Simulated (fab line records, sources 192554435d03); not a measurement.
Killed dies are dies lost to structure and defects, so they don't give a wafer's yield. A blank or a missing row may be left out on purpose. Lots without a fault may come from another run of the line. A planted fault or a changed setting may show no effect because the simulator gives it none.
Which tool did it? | flow n5_finfet | 12 lots, 35 wafers sampled, at 4 steps of a route of 1938

WHAT THE GAUGES READ, wafer by wafer
N5_BEOL_M11_INSPECT_58: inspects for defects (darkfield).
lot  | measured     | on                | raw_defect_count
L391 | day 10 09:34 | defect_inspect-01 | 114 96 110
L393 | day 10 14:38 | defect_inspect-02 | 94 108 57
L392 | day 10 22:29 | defect_inspect-02 | 37 100
L395 | day 11 14:19 | defect_inspect-02 | 63 51 87
L394 | day 11 23:16 | defect_inspect-01 | 60 65 67
L404 | day 14 09:23 | defect_inspect-02 | 86 72 38
L407 | day 14 14:04 | defect_inspect-02 | 91 88 99
L406 | day 14 16:35 | defect_inspect-02 | 58 58 46
L408 | day 14 20:50 | defect_inspect-01 | 38 51 45
L411 | day 15 12:47 | defect_inspect-01 | 59 56 35
L412 | day 15 15:15 | defect_inspect-02 | 57 56 33
L410 | day 15 16:02 | defect_inspect-01 | 67 40 67

N5_BEOL_M12_CD_MEAS_10: target cd 140 nm.
lot  | measured     | on        | cd_nm (nm)
L391 | day 10 10:11 | cd_sem-03 | 142.8 144.1 140.6
L393 | day 10 15:17 | cd_sem-02 | 138.0 139.4 142.4
L392 | day 10 22:58 | cd_sem-01 | 139.6 141.6
L395 | day 11 14:47 | cd_sem-02 | 139.8 137.9 137.7
L394 | day 11 23:45 | cd_sem-02 | 140.1 139.4 140.9
L404 | day 14 09:59 | cd_sem-01 | 139.5 142.4 139.2
L407 | day 14 14:32 | cd_sem-01 | 142.3 142.7 141.7
L406 | day 14 17:03 | cd_sem-01 | 137.4 137.5 139.1
L408 | day 14 21:19 | cd_sem-03 | 141.2 139.3 138.0
L411 | day 15 13:23 | cd_sem-01 | 141.5 140.2 144.7
L412 | day 15 15:50 | cd_sem-01 | 141.2 140.6 142.5
L410 | day 15 16:38 | cd_sem-01 | 137.8 138.2 139.1

WHICH TOOL RAN EACH LOT (tool, then ch and the chambers of the sampled wafers, then the start)
lot  | N5_BEOL_M11_ANNEAL_51            | N5_BEOL_M11_CMP_52
L391 | rtp_anneal-01 ch 0, day 10 08:42 | cmp-01 ch 1,2,3, day 10 09:05
L393 | rtp_anneal-01 ch 0, day 10 13:57 | cmp-03 ch 0,2,3, day 10 14:10
L392 | rtp_anneal-02 ch 0, day 10 21:44 | cmp-04 ch 0,2, day 10 22:09
L395 | rtp_anneal-01 ch 0, day 11 13:35 | cmp-01 ch 0,1,3, day 11 13:57
L394 | rtp_anneal-02 ch 0, day 11 22:37 | cmp-01 ch 0,1,2, day 11 22:54
L404 | rtp_anneal-02 ch 0, day 14 08:38 | cmp-03 ch 0,1,2, day 14 08:56
L407 | rtp_anneal-01 ch 0, day 14 13:24 | cmp-01 ch 1,2, day 14 13:37
L406 | rtp_anneal-01 ch 0, day 14 15:52 | cmp-01 ch 0,1, day 14 16:08
L408 | rtp_anneal-01 ch 0, day 14 20:05 | cmp-04 ch 0,1,2, day 14 20:26
L411 | rtp_anneal-02 ch 0, day 15 12:03 | cmp-04 ch 0,1,2, day 15 12:21
L412 | rtp_anneal-01 ch 0, day 15 14:31 | cmp-04 ch 0,1,3, day 15 14:53
L410 | rtp_anneal-02 ch 0, day 15 15:19 | cmp-01 ch 0,1,2, day 15 15:35
- N5_BEOL_M11_ANNEAL_51: time 90 s.
- N5_BEOL_M11_CMP_52: polishes, stops on SiCOH lowk, t overpolish 7 s, target thk 140 nm.

WHAT THE TOOLS THEMSELVES READ (means of the sampled wafers that have a number; where no wafer has one, the mark that the record gives instead)
N5_BEOL_M11_ANNEAL_51.
lot  | tool          | wafer_temp_C_max
L391 | rtp_anneal-01 | 226.08
L393 | rtp_anneal-01 | 226.21
L392 | rtp_anneal-02 | 225.57
L395 | rtp_anneal-01 | 226.11
L394 | rtp_anneal-02 | 225.88
L404 | rtp_anneal-02 | 225.56
L407 | rtp_anneal-01 | 226.13
L406 | rtp_anneal-01 | 226.04
L408 | rtp_anneal-01 | 226.15
L411 | rtp_anneal-02 | 225.63
L412 | rtp_anneal-01 | 225.70
L410 | rtp_anneal-02 | 225.56

N5_BEOL_M11_CMP_52.
lot  | tool   | barrier_field_endpoint_s (s) | clearing_platen_rpm (rpm) | motor_current_A (A) | overpolish_run_s (s) | platen_rpm (rpm) | time_to_endpoint_s (s)
L391 | cmp-01 | 28.2                         | 50.020                    | 5.9                 | 6.997                | 50.00            | 65
L393 | cmp-03 | 29.8                         | 50.019                    | 6.2                 | 6.994                | 49.99            | 72
L392 | cmp-04 | 29.0                         | 50.023                    | 6.5                 | 6.994                | 50.00            | 65
L395 | cmp-01 | 29.1                         | 49.988                    | 5.9                 | 6.996                | 50.03            | 69
L394 | cmp-01 | 28.7                         | 49.991                    | 6.0                 | 6.996                | 50.01            | 64
L404 | cmp-03 | 28.8                         | 50.005                    | 6.0                 | 7.006                | 49.34            | 69
L407 | cmp-01 | 28.8                         | 49.989                    | 6.0                 | 7.006                | 50.01            | 68
L406 | cmp-01 | 29.6                         | 49.978                    | 5.8                 | 6.994                | 50.01            | 67
L408 | cmp-04 | 28.3                         | 50.003                    | 6.4                 | 6.997                | 50.01            | 62
L411 | cmp-04 | 27.9                         | 49.998                    | 6.6                 | 6.997                | 50.02            | 62
L412 | cmp-04 | 28.3                         | 50.000                    | 6.3                 | 6.990                | 49.97            | 61
L410 | cmp-01 | 29.2                         | 49.995                    | 5.8                 | 6.995                | 50.01            | 69

THE ANSWER, worked out from the rows above alone
Rule: what is usual is taken from the lots themselves. Put in order of their means at a reading, lots are off if they are a third of the lots or fewer, leave a main group of 4 or more, and stand apart from it by a gap of 3 or more times the standard deviation of the main group's means; of several such gaps the widest counts. A main group whose means are all the same, to the digits that the tables above print for the reading, isn't used. A lot without any number at a reading at which 4 lots or more have one is off too. The other lots that the step has rows for count as sound. The gauges are gone through in route order, then the tools' own readings, and for those a lot's mean is taken as printed above. The first step at which some lot is off is used, and at that step the reading that is off furthest; a lot without a number counts as furthest.
Off: L404, at N5_BEOL_M11_CMP_52 (platen_rpm). The main group: mean 50.01 rpm, standard deviation 0.015.
A tool fits if, at that step or a process step before it, it ran every lot that is off, and no sound lot after the first of them. One fits: cmp-03 at N5_BEOL_M11_CMP_52. Its last sound lot is L393 (day 10 14:10), its first lot that is off L404 (day 14 08:56): a fault that began between those two fits.
The tool's own readings at N5_BEOL_M11_CMP_52 bear it out: on the lots that are off they differ by more than 5 times the standard deviation of the sound lots' means. platen_rpm reads 49.34 rpm there against 50.01 rpm on the sound lots.

WHAT THE SIMULATOR HAD PUT IN
Process parameter drift: cmp-03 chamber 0, from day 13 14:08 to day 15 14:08, at N5_BEOL_M11_CMP_52. Setting platen_rpm, moved by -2, from 50. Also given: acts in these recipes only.
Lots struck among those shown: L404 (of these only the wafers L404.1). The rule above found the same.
